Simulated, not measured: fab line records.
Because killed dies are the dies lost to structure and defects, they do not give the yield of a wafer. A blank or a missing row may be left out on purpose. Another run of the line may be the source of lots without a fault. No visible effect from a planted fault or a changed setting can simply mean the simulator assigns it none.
fab line records	flow nandHarc
[record] lots = 11	wafers = 33	lastDay = 33
route steps=1302 shown P_GATE@156 END@1302
lots that met no fault: from a run of the same line without faults
startH: start of the lot's first displayed wafer, in hours after the record's first day	waitH: hours elapsed since this lot's preceding step	" the same as in the row above	L1.1+2: a row that stands for several wafers	- no value, or no start given	* or withheld: withheld	< > ~ a bound
route shown NAME@n: names a module that has steps shown in the file, with the first one's number in the route	usual: the fault-free wafers' mean and standard deviation	same: alike in all rows	chamber/n: place in a boat	sites: each site's reading	_std_site: the standard deviation of these	_edge_site: outer sites' mean less inner sites'	radiusMm: how far each site lies from the wafer's centre	mask NAME#n: copy n	behind: the last tool/chamber to shape the wafer	hold: the reason the lot was held/the length of the hold in hours/how it ended	device: the n, p or np transistor that did not switch	end of line: tests of these same wafers at the route's end	for a step that has no rows: nothing shown but its recipe	killed: at the first sort, the dies lost to defects and structure; wafer yield is something else	map: a wafer's dies, x killed, . not, _ none there
set.NAME: the setting the step ran with; set.NAME@STEP: the setting that earlier step ran with	model.NAME: the simulator's own value behind a step, which no gauge read
a sample of lots followed through the steps of the route, with each step as a table and each wafer as a row
services: the hour from which a tool's chamber was out of use, counted from the record's first day as startH (under 0 if before that day), plus the number of hours and why
[[steps]]
[step NHARC_P_GATE_ETCHBACK_37]
[recipe] targetDepthA = 345	timeS = 17.2	chf3FlowSccm = 50	o2FlowSccm = 10	arFlowSccm = 200	rfW = 500	biasW = 200	chemistry = CHF3/O2
[usual] chamberPressureMTorr = 25.001/0.022	drypumpMotorCurrentA = 5.5/0.48	o2FlowSccm = 10.001/0.03	oesProductAu = 0.95/0.037	rfVppV = 370.6/2.4	showerheadPlenumPTorr = 2.40/0.11	throttleValvePct = 20.571/0.0092
lot.wafer	tool	chamber	startH	waitH	chamberPressureMTorr	drypumpMotorCurrentA	o2FlowSccm	oesProductAu	rfHoursCounterH	rfVppV	showerheadPlenumPTorr	throttleValvePct
L167.2	rieDiel-04	0	-	-	24.996	5.2	10.017	1.00	4.1	372.5	2.45	20.573
L167.3	"	1	"	"	24.969	5.5	10.003	1.01	4.6	368.2	2.26	20.574
L167.6	"	0	"	"	25.020	5.2	10.037	1.00	-	370.2	2.45	20.570
L168.4	rieDiel-11	3	-	-	24.986	5.8	9.981	0.99	3.3	371.1	2.33	20.590
L168.1	"	0	"	"	25.013	4.7	9.912	0.98	3.3	372.7	2.48	20.590
L168.6	"	2	"	"	25.020	6.1	10.008	0.99	-	372.7	2.46	20.561
L169.3	rieDiel-11	2	-	-	25.005	6.1	10.040	1.00	3.5	372.0	2.46	20.569
L169.1	"	3	"	"	24.996	5.8	9.975	0.99	3.4	367.6	2.33	20.562
L169.6	"	0	"	"	24.975	4.7	10.016	0.98	-	372.5	2.48	20.568
L171.4	rieDiel-12	2	-	-	24.988	4.7	9.987	1.00	2.8	372.8	2.49	20.573
L171.3	"	3	"	"	24.999	6.1	9.981	0.99	2.7	370.3	2.36	20.554
L171.6	"	2	"	"	25.022	4.7	9.958	1.00	-	372.7	2.49	20.584
L172.1	rieDiel-11	3	-	-	24.963	5.8	9.957	0.92	5.1	367.8	2.33	20.567
L172.3	"	0	"	"	25.022	4.7	9.959	0.91	6.1	372.9	2.48	20.579
L172.2	"	2	"	"	24.967	6.1	9.988	0.92	6.2	373.9	2.46	20.588
L175.3	rieDiel-11	3	-	-	24.998	5.8	10.031	0.91	6.6	369.6	2.33	20.566
L175.2	"	1	"	"	25.049	5.3	9.978	0.93	6.9	367.4	2.30	20.569
L175.1	"	2	"	"	24.976	6.1	9.967	0.93	7.3	372.3	2.46	20.559
L177.1	rieDiel-12	1	-	-	24.981	6.2	9.989	0.93	5.8	369.6	2.31	20.566
L177.3	"	2	"	"	25.016	4.7	9.997	0.93	5.7	373.3	2.49	20.569
L177.4	"	3	"	"	24.969	6.1	10.028	0.91	6.0	368.5	2.36	20.573
L183.1	rieDiel-04	1	-	-	25.056	5.6	9.948	1.00	4.3	367.1	2.26	20.562
L183.6	"	3	"	"	25.005	5.2	10.015	0.99	-	372.9	2.58	20.569
L183.5	"	0	"	"	24.969	5.2	10.014	1.00	-	371.2	2.45	20.580
L185.1	rieDiel-12	1	-	-	25.030	6.2	10.014	0.92	0.8	368.7	2.31	20.582
L185.4	"	0	"	"	24.981	5.7	10.009	0.92	1.2	372.8	2.56	20.585
L185.6	"	1	"	"	25.010	6.2	10.031	0.92	-	368.7	2.31	20.577
L186.3	rieDiel-04	0	-	-	25.038	5.2	10.056	1.00	6.9	371.4	2.44	20.574
L186.2	"	1	"	"	25.045	5.5	9.975	1.01	5.3	367.9	2.26	20.573
L186.6	"	0	"	"	25.002	5.2	10.062	1.00	-	371.8	2.44	20.574
L189.2	rieDiel-11	1	-	-	24.974	5.3	10.013	0.93	4.7	368.3	2.30	20.557
L189.1	"	2	"	"	25.019	6.1	9.986	0.92	4.6	371.8	2.46	20.566
L189.5	"	0	"	"	25.009	4.7	9.991	0.90	-	372.5	2.47	20.579
[step NHARC_P_GATE_STRIP_112]
[recipe] powerW = 1500	tempC = 110	timeS = 200	chemistry = N2/H2
[usual] drypumpMotorCurrentA = 5.8/0.53	heaterPowerW = 94/6.3
lot.wafer	tool	chamber	startH	waitH	drypumpMotorCurrentA	heaterPowerW	rfHoursCounterH
L167.2	plasmaAsher-02	1	123.43	0.3	5.8	99	7
L167.3	"	0	"	"	6.5	98	-
L167.6	"	0	"	"	6.5	97	-
L168.1	plasmaAsher-02	0	131.07	0.2	6.5	97	9
L168.4	"	1	"	"	5.8	103	-
L168.6	"	0	"	"	6.5	96	-
L169.1	plasmaAsher-02	0	139.65	0.2	6.5	96	11
L169.3	"	0	"	"	6.5	97	-
L169.6	"	0	"	"	6.5	98	-
L171.3	plasmaAsher-02	1	169.06	0.2	5.8	99	-
L171.4	"	0	"	"	6.5	96	-
L171.6	"	0	"	"	6.5	95	-
L172.2	plasmaAsher-02	1	173.24	0.2	5.8	99	22
L172.1	"	0	"	"	6.5	96	22
L172.3	"	0	"	"	6.5	98	-
L175.1	plasmaAsher-02	0	204.62	0.2	6.5	97	28
L175.2	"	1	"	"	5.8	98	28
L175.3	"	0	"	"	6.5	97	-
L177.1	plasmaAsher-02	1	222.12	0.2	5.8	99	32
L177.3	"	0	"	"	6.5	97	-
L177.4	"	1	"	"	5.8	102	-
L183.1	plasmaAsher-02	0	280.32	0.2	6.5	98	5
L183.6	"	1	"	"	5.9	101	-
L183.5	"	0	"	"	6.5	96	-
L185.1	plasmaAsher-01	0	301.69	0.2	5.4	83	27
L185.4	"	1	"	"	5.0	88	-
L185.6	"	0	"	"	5.4	84	-
L186.2	plasmaAsher-02	1	309.49	0.2	5.8	99	9
L186.3	"	0	"	"	6.5	95	-
L186.6	"	0	"	"	6.5	96	-
L189.1	plasmaAsher-02	1	342.74	0.2	5.8	98	16
L189.2	"	0	"	"	6.5	97	16
L189.5	"	1	"	"	5.8	98	-
[step NHARC_P_GATE_EXPOSE_88]
[recipe] na = 0.6	targetCdNm = 2000	doseMj = 11.87	maskId = P_HVN
[usual] reticleTempC = 22.97/0.1
lot.wafer	tool	chamber	startH	waitH	mask	reticleTempC
L167.2	krfScanner-02	0	124.35	-	P_HVN#0	22.99
L167.3	"	0	"	"	P_HVN#0	22.98
L167.6	"	0	"	"	P_HVN#0	23.06
L168.1	krfScanner-01	0	132.06	-	P_HVN#0	22.88
L168.4	"	0	"	"	P_HVN#0	22.82
L168.6	"	0	"	"	P_HVN#0	22.82
L169.1	krfScanner-02	0	140.62	-	P_HVN#0	22.99
L169.3	"	0	"	"	P_HVN#0	23.08
L169.6	"	0	"	"	P_HVN#0	22.97
L171.3	krfScanner-02	0	170.02	-	P_HVN#0	22.89
L171.4	"	0	"	"	P_HVN#0	22.94
L171.6	"	0	"	"	P_HVN#0	23.00
L172.1	krfScanner-04	0	174.26	-	P_HVN#0	22.94
L172.2	"	0	"	"	P_HVN#0	23.03
L172.3	"	0	"	"	P_HVN#0	22.93
L175.1	krfScanner-02	0	205.65	-	P_PSD#0	22.99
L175.2	"	0	"	"	P_PSD#0	22.79
L175.3	"	0	"	"	P_PSD#0	23.03
L177.1	krfScanner-01	0	223.10	-	P_HVN#0	22.87
L177.3	"	0	"	"	P_HVN#0	23.01
L177.4	"	0	"	"	P_HVN#0	23.02
L183.1	krfScanner-02	0	281.31	-	P_HVN#0	22.92
L183.5	"	0	"	"	P_HVN#0	23.02
L183.6	"	0	"	"	P_HVN#0	22.86
L185.1	krfScanner-02	0	302.71	-	P_HVN#0	22.91
L185.4	"	0	"	"	P_HVN#0	23.03
L185.6	"	0	"	"	P_HVN#0	22.96
L186.2	krfScanner-01	0	310.52	-	P_HVN#0	22.97
L186.3	"	0	"	"	P_HVN#0	22.89
L186.6	"	0	"	"	P_HVN#0	22.91
L189.1	krfScanner-02	0	343.77	-	P_HVN#0	22.99
L189.2	"	0	"	"	P_HVN#0	23.01
L189.5	"	0	"	"	P_HVN#0	22.95
[step NHARC_P_GATE_CD_MEAS_91]
[recipe] targetCdNm = 2000	landingEnergyEv = 500
[usual] cdNm = 1999.8/1.9
lot.wafer	tool	chamber	startH	waitH	cdNm
L167.2	cdSem-01	0	124.51	-	1999.6
L167.3	"	0	"	"	2001.5
L167.6	"	0	"	"	2000.5
L168.1	cdSem-01	0	132.22	-	1997.7
L168.4	"	0	"	"	2001.9
L168.6	"	0	"	"	2000.9
L169.1	cdSem-02	0	140.78	-	1998.7
L169.3	"	0	"	"	2003.9
L169.6	"	0	"	"	2001.3
L171.3	cdSem-02	0	170.18	-	2001.9
L171.4	"	0	"	"	2002.6
L171.6	"	0	"	"	2000.4
L172.1	cdSem-02	0	174.42	-	1998.2
L172.2	"	0	"	"	1997.3
L172.3	"	0	"	"	1999.9
L175.1	cdSem-01	0	205.81	-	-
L175.2	"	0	"	"	-
L175.3	"	0	"	"	-
L177.1	cdSem-03	0	223.26	-	2001.1
L177.3	"	0	"	"	1998.3
L177.4	"	0	"	"	2000.0
L183.1	cdSem-03	0	281.46	-	1998.6
L183.5	"	0	"	"	1998.6
L183.6	"	0	"	"	1998.9
L185.1	cdSem-03	0	302.87	-	1998.8
L185.4	"	0	"	"	2000.6
L185.6	"	0	"	"	2002.6
L186.2	cdSem-03	0	310.67	-	1998.3
L186.3	"	0	"	"	2000.7
L186.6	"	0	"	"	2001.4
L189.1	cdSem-02	0	343.93	-	2001.9
L189.2	"	0	"	"	1998.9
L189.5	"	0	"	"	2000.8
[step NHARC_P_GATE_STRIP_113]
[recipe] powerW = 1500	tempC = 110	timeS = 740	chemistry = N2/H2
[usual] drypumpMotorCurrentA = 5.7/0.55	heaterPowerW = 92/6.8
lot.wafer	tool	chamber	startH	waitH	drypumpMotorCurrentA	heaterPowerW	rfHoursCounterH
L167.2	plasmaAsher-01	0	125.03	0.2	5.3	83	30
L167.3	"	1	"	"	5.0	84	-
L167.6	"	1	"	"	5.0	88	-
L168.1	plasmaAsher-02	0	132.74	0.2	6.5	95	9
L168.4	"	1	"	"	5.8	96	-
L168.6	"	0	"	"	6.5	98	-
L169.1	plasmaAsher-01	0	141.43	0.3	5.3	84	32
L169.3	"	0	"	"	5.3	84	-
L169.6	"	1	"	"	5.0	88	-
L171.4	plasmaAsher-02	1	170.95	0.3	5.8	101	-
L171.3	"	0	"	"	6.5	97	-
L171.6	"	1	"	"	5.8	99	-
L172.2	plasmaAsher-02	1	174.95	0.2	5.8	97	22
L172.1	"	0	"	"	6.5	97	22
L172.3	"	0	"	"	6.5	98	-
L175.2	plasmaAsher-02	0	206.34	0.2	6.5	99	28
L175.1	"	1	"	"	5.8	97	28
L175.3	"	0	"	"	6.5	94	-
L177.1	plasmaAsher-01	0	223.79	0.2	5.4	83	10
L177.3	"	0	"	"	5.4	83	-
L177.4	"	1	"	"	5.0	88	-
L183.1	plasmaAsher-01	1	281.99	0.2	5.0	89	22
L183.5	"	1	"	"	5.0	88	-
L183.6	"	0	"	"	5.3	84	-
L185.1	plasmaAsher-01	0	303.52	0.3	5.3	82	27
L185.4	"	1	"	"	5.1	90	-
L185.6	"	1	"	"	5.0	88	-
L186.2	plasmaAsher-01	0	311.32	0.3	5.4	83	28
L186.3	"	1	"	"	5.1	89	-
L186.6	"	0	"	"	5.4	81	-
L189.2	plasmaAsher-02	1	344.49	0.2	5.8	97	17
L189.1	"	0	"	"	6.5	99	17
L189.5	"	1	"	"	5.8	96	-
[step NHARC_END_SORT_01]
[recipe] tempC = 25
[usual] killedAtArray = 46/16	killedAtOther = 0.9/1.3	killedAtPeriphery = 4.1/3	killedDies = 51/17	killedOpen = 3.5/1.8	killedShort = 2.5/1.8
[same] grossDies = 677
lot.wafer	tool	chamber	startH	waitH	hold	killedAtArray	killedAtOther	killedAtPeriphery	killedDies	killedOpen	killedShort
L167.2	prober-01	0	572.01	2.8	-	81	1	2	84	5	1
L167.3	prober-01	0	572.82	3.1	-	72	0	1	73	3	1
L167.6	prober-01	0	575.24	4.0	-	66	0	5	71	4	2
L169.1	prober-01	0	580.01	2.5	-	45	0	7	52	4	0
L169.3	prober-01	0	581.62	3.1	-	34	2	7	43	8	3
L169.6	prober-01	0	584.03	4.0	-	43	2	0	45	4	1
L168.1	prober-02	0	587.76	2.5	-	43	0	3	46	4	4
L168.4	prober-02	0	590.11	3.3	-	37	0	4	41	5	4
L168.6	prober-02	0	591.67	3.9	-	35	8	3	46	6	2
L171.3	prober-02	0	627.34	3.1	-	34	1	5	40	4	1
L171.4	prober-02	0	628.14	3.4	-	63	1	2	66	1	3
L171.6	prober-02	0	629.74	4.0	-	42	0	0	42	2	1
L172.1	prober-01	0	636.60	2.5	-	37	0	0	37	6	2
L172.2	prober-01	0	637.38	2.8	-	21	0	3	24	3	1
L172.3	prober-01	0	638.17	3.1	-	38	1	0	39	5	5
L175.1	prober-01	0	658.71	2.5	awaitDispo/3.9h/scrap	61	0	616	677	7	2
L175.2	prober-01	0	659.52	2.8	awaitDispo/3.9h/scrap	75	1	601	677	0	6
L175.3	prober-01	0	660.34	3.1	awaitDispo/3.9h/scrap	56	0	621	677	5	2
L177.1	prober-02	0	668.12	2.5	-	37	0	0	37	5	0
L177.3	prober-02	0	669.70	3.1	-	42	0	2	44	4	4
L177.4	prober-02	0	670.50	3.4	-	37	1	1	39	8	1
L183.1	prober-01	0	742.19	2.5	-	33	2	3	38	1	2
L183.5	prober-01	0	745.33	3.6	-	39	0	3	42	2	2
L183.6	prober-01	0	746.12	3.9	-	37	0	5	42	3	2
L186.2	prober-01	0	762.69	2.8	-	54	2	5	61	2	2
L186.3	prober-01	0	763.50	3.1	-	59	0	7	66	3	8
L186.6	prober-01	0	765.92	4.0	-	65	2	7	74	5	1
L185.1	prober-01	0	770.71	2.5	-	40	0	5	45	7	2
L185.4	prober-01	0	773.12	3.4	-	36	0	3	39	1	2
L185.6	prober-01	0	774.73	4.0	-	43	0	2	45	3	2
L189.1	prober-01	0	790.91	2.5	-	36	2	5	43	0	7
L189.2	prober-01	0	791.72	2.8	-	51	0	1	52	2	1
L189.5	prober-01	0	794.13	3.7	-	50	0	3	53	5	4
// killed by level:class
L167.2 A_CHANNEL_HOLE_D2:chamberFilmFlake=31 A_SLIT:chamberFilmFlake=22 A_CHANNEL_HOLE_D1:chamberFilmFlake=14 A_ONON_D1:geometricParticle:open=3 A_ZERO_WELL:chamberFilmFlake=3 A_CONTACT:chamberFilmFlake=3 P_GATE:geometricParticle:open=1 A_ONON_D2:geometricParticle:short=1
L167.3 A_CHANNEL_HOLE_D2:chamberFilmFlake=25 A_SLIT:chamberFilmFlake=25 A_CHANNEL_HOLE_D1:chamberFilmFlake=16 A_WL_FILL:chamberFilmFlake=2 P_CONTACT:geometricParticle:open=1 A_SOURCE_PLATE:geometricParticle:short=1 A_SOURCE_PLATE:geometricParticle:open=1 A_M0:geometricParticle:open=1
L167.6 A_SLIT:chamberFilmFlake=26 A_CHANNEL_HOLE_D1:chamberFilmFlake=13 A_CHANNEL_HOLE_D2:chamberFilmFlake=11 A_CONTACT:unspecified=3 P_ZERO_WELL:chamberFilmFlake=2 P_M1:chamberFilmFlake=2 A_CONTACT:chamberFilmFlake=2 A_CHANNEL_FILL_D1:geometricParticle:short=1
L169.1 A_SLIT:chamberFilmFlake=27 A_CHANNEL_HOLE_D2:chamberFilmFlake=7 P_CONTACT:chamberFilmFlake=3 A_CHANNEL_HOLE_D1:chamberFilmFlake=3 A_STAIRCASE:chamberFilmFlake=3 A_CONTACT:chamberFilmFlake=3 P_M0:geometricParticle:open=2 P_CONTACT:geometricParticle:open=1
L169.3 A_SLIT:chamberFilmFlake=13 A_CHANNEL_HOLE_D2:chamberFilmFlake=6 P_CONTACT:chamberFilmFlake=4 P_CONTACT:geometricParticle:open=2 A_DECK1_JOINT:geometricParticle:open=2 A_CONTACT:chamberFilmFlake=2 THIN_TSV:chamberFilmFlake=2 A_ONON_D1:geometricParticle:short=1
L169.6 A_SLIT:chamberFilmFlake=18 A_CHANNEL_HOLE_D2:chamberFilmFlake=12 A_STAIRCASE:chamberFilmFlake=4 A_CHANNEL_HOLE_D1:chamberFilmFlake=2 THIN_TSV:chamberFilmFlake=2 A_DECK1_JOINT:geometricParticle:open=1 A_STAIRCASE:geometricParticle:open=1 A_WL_FILL:geometricParticle:short=1
L168.1 A_CHANNEL_HOLE_D2:chamberFilmFlake=28 A_CONTACT:chamberFilmFlake=3 A_SGD_CUT:geometricParticle:short=2 A_ZERO_WELL:chamberFilmFlake=2 A_CHANNEL_HOLE_D1:chamberFilmFlake=2 A_M0:chamberFilmFlake=2 P_GATE:geometricParticle:open=1 P_M0:geometricParticle:open=1
L168.4 A_CHANNEL_HOLE_D2:chamberFilmFlake=20 A_STAIRCASE:chamberFilmFlake=3 A_ONON_D1:geometricParticle:short=2 A_CONTACT:geometricParticle:open=2 P_STI:chamberFilmFlake=2 A_DECK1_JOINT:chamberFilmFlake=2 P_GATE:geometricParticle:short=1 P_M0:geometricParticle:open=1
L168.6 A_CHANNEL_HOLE_D2:chamberFilmFlake=20 THIN_TSV:chamberFilmFlake=7 A_M0:chamberFilmFlake=3 A_CHANNEL_FILL_D2:chamberFilmFlake=2 A_STAIRCASE:chamberFilmFlake=2 A_WL_FILL:chamberFilmFlake=2 P_CONTACT:geometricParticle:open=1 P_M2:geometricParticle:open=1
L171.3 A_CHANNEL_HOLE_D2:chamberFilmFlake=14 A_CHANNEL_HOLE_D1:chamberFilmFlake=8 A_CONTACT:chamberFilmFlake=4 P_M0:chamberFilmFlake=3 A_STAIRCASE:chamberFilmFlake=3 A_WL_FILL:chamberFilmFlake=2 P_CONTACT:geometricParticle:short=1 P_CONTACT:geometricParticle:open=1
L171.4 A_CHANNEL_HOLE_D1:chamberFilmFlake=31 A_CHANNEL_HOLE_D2:chamberFilmFlake=16 A_WL_FILL:chamberFilmFlake=4 A_DECK1_JOINT:chamberFilmFlake=3 A_STAIRCASE:chamberFilmFlake=2 A_CONTACT:chamberFilmFlake=2 P_CONTACT:geometricParticle:open=1 A_ONON_D1:geometricParticle:short=1
L171.6 A_CHANNEL_HOLE_D1:chamberFilmFlake=13 A_CHANNEL_HOLE_D2:chamberFilmFlake=11 A_CONTACT:chamberFilmFlake=5 A_STAIRCASE:chamberFilmFlake=4 A_ONON_D1:geometricParticle:open=2 A_ZERO_WELL:chamberFilmFlake=2 A_SLIT:chamberFilmFlake=2 A_WL_FILL:chamberFilmFlake=2
L172.1 A_CHANNEL_HOLE_D2:chamberFilmFlake=11 A_CONTACT:chamberFilmFlake=6 A_BLC:chamberFilmFlake=6 A_CHANNEL_HOLE_D1:chamberFilmFlake=3 A_M0:geometricParticle:open=2 A_ZERO_WELL:chamberFilmFlake=2 A_DECK1_JOINT:geometricParticle:short=1 A_DECK1_JOINT:geometricParticle:open=1
L172.2 A_CHANNEL_HOLE_D2:chamberFilmFlake=7 A_CONTACT:chamberFilmFlake=5 P_ZERO_WELL:chamberFilmFlake=2 A_BLC:chamberFilmFlake=2 P_CONTACT:geometricParticle:open=1 A_ONON_D2:geometricParticle:open=1 A_WL_FILL:geometricParticle:short=1 A_WL_FILL:geometricParticle:open=1
L172.3 A_CHANNEL_HOLE_D2:chamberFilmFlake=14 A_CONTACT:chamberFilmFlake=7 A_BLC:chamberFilmFlake=4 A_DECK1_JOINT:geometricParticle:short=2 A_M0:geometricParticle:open=2 A_ZERO_WELL:chamberFilmFlake=2 A_ONON_D1:geometricParticle:short=1 A_ONON_D2:geometricParticle:open=1
L175.1 P_GATE:areaExpose=616 A_SLIT:chamberFilmFlake=25 A_CHANNEL_HOLE_D1:chamberFilmFlake=19 A_CHANNEL_HOLE_D2:chamberFilmFlake=5 A_CONTACT:chamberFilmFlake=2 A_CHANNEL_HOLE_D1:geometricParticle:short=1 A_CHANNEL_HOLE_D1:geometricParticle:open=1 A_DECK1_JOINT:geometricParticle:short=1
L175.2 P_GATE:areaExpose=595 A_SLIT:chamberFilmFlake=28 A_CHANNEL_HOLE_D1:chamberFilmFlake=28 A_CHANNEL_HOLE_D2:chamberFilmFlake=10 P_GATE:chamberFilmFlake=2 P_M2:chamberFilmFlake=2 A_CHANNEL_FILL_D2:chamberFilmFlake=2 A_CONTACT:chamberFilmFlake=2
L175.3 P_GATE:areaExpose=619 A_CHANNEL_HOLE_D1:chamberFilmFlake=21 A_SLIT:chamberFilmFlake=21 A_CHANNEL_HOLE_D2:chamberFilmFlake=4 A_CONTACT:chamberFilmFlake=3 P_M0:geometricParticle:open=1 A_ONON_D1:geometricParticle:open=1 A_CHANNEL_FILL_D1:geometricParticle:short=1
L177.1 A_CHANNEL_HOLE_D2:chamberFilmFlake=22 A_CHANNEL_HOLE_D1:chamberFilmFlake=4 A_M0:geometricParticle:open=2 A_CONTACT:chamberFilmFlake=2 A_M1:chamberFilmFlake=2 A_CHANNEL_FILL_D1:geometricParticle:open=1 A_CHANNEL_FILL_D2:geometricParticle:open=1 A_CONTACT:geometricParticle:open=1
L177.3 A_CHANNEL_HOLE_D2:chamberFilmFlake=18 A_M1:chamberFilmFlake=6 A_CONTACT:chamberFilmFlake=5 A_CHANNEL_HOLE_D1:chamberFilmFlake=3 A_SLIT:chamberFilmFlake=3 A_ONON_D2:geometricParticle:short=2 P_GATE:geometricParticle:open=1 P_M2:geometricParticle:open=1
L177.4 A_CHANNEL_HOLE_D2:chamberFilmFlake=14 A_CHANNEL_HOLE_D1:chamberFilmFlake=6 A_CONTACT:chamberFilmFlake=3 A_M1:chamberFilmFlake=3 A_BLC:geometricParticle:open=2 A_DECK1_JOINT:chamberFilmFlake=2 P_GATE:geometricParticle:open=1 A_DECK1_JOINT:geometricParticle:open=1
L183.1 A_CHANNEL_HOLE_D1:chamberFilmFlake=8 A_CHANNEL_HOLE_D2:chamberFilmFlake=8 A_STAIRCASE:chamberFilmFlake=6 A_WL_FILL:chamberFilmFlake=5 A_SLIT:chamberFilmFlake=2 P_M1:geometricParticle:short=1 A_CHANNEL_HOLE_D2:geometricParticle:open=1 A_WL_FILL:geometricParticle:short=1
L183.5 A_STAIRCASE:chamberFilmFlake=10 A_CHANNEL_HOLE_D2:chamberFilmFlake=7 A_CHANNEL_HOLE_D1:chamberFilmFlake=6 A_CONTACT:chamberFilmFlake=4 A_WL_FILL:chamberFilmFlake=3 A_WL_FILL:geometricParticle:short=2 A_M0:geometricParticle:open=2 A_SLIT:chamberFilmFlake=2
L183.6 A_CHANNEL_HOLE_D1:chamberFilmFlake=11 A_STAIRCASE:chamberFilmFlake=8 A_SLIT:chamberFilmFlake=7 P_GATE:chamberFilmFlake=3 A_CHANNEL_HOLE_D2:chamberFilmFlake=3 A_CONTACT:chamberFilmFlake=3 P_M1:geometricParticle:open=1 A_SOURCE_PLATE:geometricParticle:short=1
L186.2 A_CHANNEL_HOLE_D2:chamberFilmFlake=19 A_SLIT:chamberFilmFlake=19 A_CHANNEL_HOLE_D1:chamberFilmFlake=8 A_CONTACT:chamberFilmFlake=3 P_CONTACT:chamberFilmFlake=2 THIN_TSV:chamberFilmFlake=2 A_ONON_D1:geometricParticle:open=1 A_CHANNEL_FILL_D1:geometricParticle:short=1
L186.3 A_SLIT:chamberFilmFlake=24 A_CHANNEL_HOLE_D2:chamberFilmFlake=15 A_CHANNEL_HOLE_D1:chamberFilmFlake=4 P_ZERO_WELL:chamberFilmFlake=3 A_DECK1_JOINT:geometricParticle:short=2 P_GATE:chamberFilmFlake=2 A_STAIRCASE:chamberFilmFlake=2 A_CONTACT:chamberFilmFlake=2
L186.6 A_CHANNEL_HOLE_D2:chamberFilmFlake=33 A_SLIT:chamberFilmFlake=21 A_CHANNEL_HOLE_D1:chamberFilmFlake=4 P_CONTACT:chamberFilmFlake=4 A_BLC:geometricParticle:open=2 P_GATE:chamberFilmFlake=2 THIN_TSV:chamberFilmFlake=2 P_M0:geometricParticle:open=1
L185.1 A_CHANNEL_HOLE_D1:chamberFilmFlake=10 A_CONTACT:chamberFilmFlake=10 A_SLIT:chamberFilmFlake=6 A_CHANNEL_FILL_D2:chamberFilmFlake=3 P_GATE:geometricParticle:open=2 A_SGD_CUT:geometricParticle:open=2 P_GATE:chamberFilmFlake=2 A_ZERO_WELL:chamberFilmFlake=2
L185.4 A_CHANNEL_HOLE_D1:chamberFilmFlake=9 A_SLIT:chamberFilmFlake=7 A_CONTACT:chamberFilmFlake=6 A_ZERO_WELL:chamberFilmFlake=4 A_CHANNEL_FILL_D2:chamberFilmFlake=3 P_ZERO_WELL:chamberFilmFlake=2 A_CHANNEL_FILL_D1:chamberFilmFlake=2 A_WL_FILL:chamberFilmFlake=2
L185.6 A_CHANNEL_HOLE_D1:chamberFilmFlake=9 A_CONTACT:chamberFilmFlake=9 A_SLIT:chamberFilmFlake=7 A_ZERO_WELL:chamberFilmFlake=5 A_CHANNEL_HOLE_D2:chamberFilmFlake=3 A_WL_FILL:geometricParticle:short=2 P_GATE:chamberFilmFlake=2 A_STAIRCASE:chamberFilmFlake=2
L189.1 A_CHANNEL_HOLE_D2:chamberFilmFlake=16 A_SLIT:chamberFilmFlake=7 A_CONTACT:chamberFilmFlake=6 P_ZERO_WELL:chamberFilmFlake=3 A_WL_FILL:geometricParticle:short=2 THIN_TSV:chamberFilmFlake=2 P_M0:geometricParticle:short=1 P_M1:geometricParticle:short=1
L189.2 A_CHANNEL_HOLE_D2:chamberFilmFlake=25 A_SLIT:chamberFilmFlake=8 A_CONTACT:chamberFilmFlake=7 A_STAIRCASE:chamberFilmFlake=6 A_ONON_D1:geometricParticle:open=2 P_CONTACT:geometricParticle:short=1 A_CHANNEL_HOLE_D1:chamberFilmFlake=1 A_SGD_CUT:chamberFilmFlake=1
L189.5 A_CHANNEL_HOLE_D2:chamberFilmFlake=29 A_CONTACT:chamberFilmFlake=5 A_ONON_D2:geometricParticle:short=3 A_STAIRCASE:chamberFilmFlake=3 A_M0:geometricParticle:open=2 A_DECK1_JOINT:chamberFilmFlake=2 A_SGD_CUT:chamberFilmFlake=2 P_GATE:geometricParticle:short=1
[[services]]
tool	chamber	startH	hours	kind
krfScanner-01	-	98.84	0.8	repair
krfScanner-01	-	104.49	3.1	repair
plasmaAsher-01	-	128.80	2.5	repair
krfScanner-02	-	128.86	8.2	repair
rieDiel-12	2	132.61	3.4	repair
krfScanner-01	-	138.04	0.3	repair
krfScanner-01	-	140.00	4.0	pm
rieDiel-11	3	149.74	8.9	repair
plasmaAsher-01	-	156.04	1.6	repair
plasmaAsher-01	-	165.00	9.0	pm
rieDiel-12	2	171.27	3.3	repair
rieDiel-04	0	176.63	23.5	repair
rieDiel-04	-	177.90	9.0	pm
krfScanner-02	-	201.51	0.5	repair
rieDiel-11	1	206.31	2.0	repair
rieDiel-11	2	224.62	5.0	repair
rieDiel-04	2	235.87	5.6	repair
plasmaAsher-02	-	249.00	9.0	pm
rieDiel-11	-	255.57	9.0	pm
krfScanner-02	-	266.00	4.0	pm
rieDiel-11	0	270.32	8.9	repair
krfScanner-02	-	303.58	1.4	repair
rieDiel-11	0	316.61	6.7	repair
plasmaAsher-01	-	342.00	9.0	pm
[[key]]
[firstSign] step = NHARC_P_GATE_EXPOSE_88	reading = mask	direction = changed
[effect] step = NHARC_P_GATE_CD_MEAS_91	reading = cdNm	direction = missing
[effect] step = NHARC_END_SORT_01	reading = killedAtPeriphery	direction = up	sigmas = 99+	usual = 4.1	struck = 612.7
[moreKillsBornAt] NHARC_P_GATE_EXPOSE_88@krfScanner-02 = 1830
metAt NHARC_P_GATE_EXPOSE_88
struckLots L175
laterRowsLeftOut L175.1,L175.2,L175.3
testerLeftOut L175
notActingAt NHARC_P_GATE_ETCHBACK_37,NHARC_P_GATE_STRIP_112,NHARC_P_GATE_STRIP_113
onsetBetween 170.02 205.65
[fault] kind = wrongMask	tool = any	chamber = -	onsetH = 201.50	steps = NHARC_P_GATE_EXPOSE_88	auxCopy = P_PSD#0	scope = struckLotsOnly
// testerLeftOut: of these lots the tester's yield and bins aren't shown, on N5 and GAA mostly nor the transistor test; their killed dies are dies lost to structure and defects alone, not to doping, threshold or leakage, so they don't give the yield
// laterRowsLeftOut: the simulator's readings of these wafers behind a module that went badly wrong aren't trusted and aren't shown, but for the sort
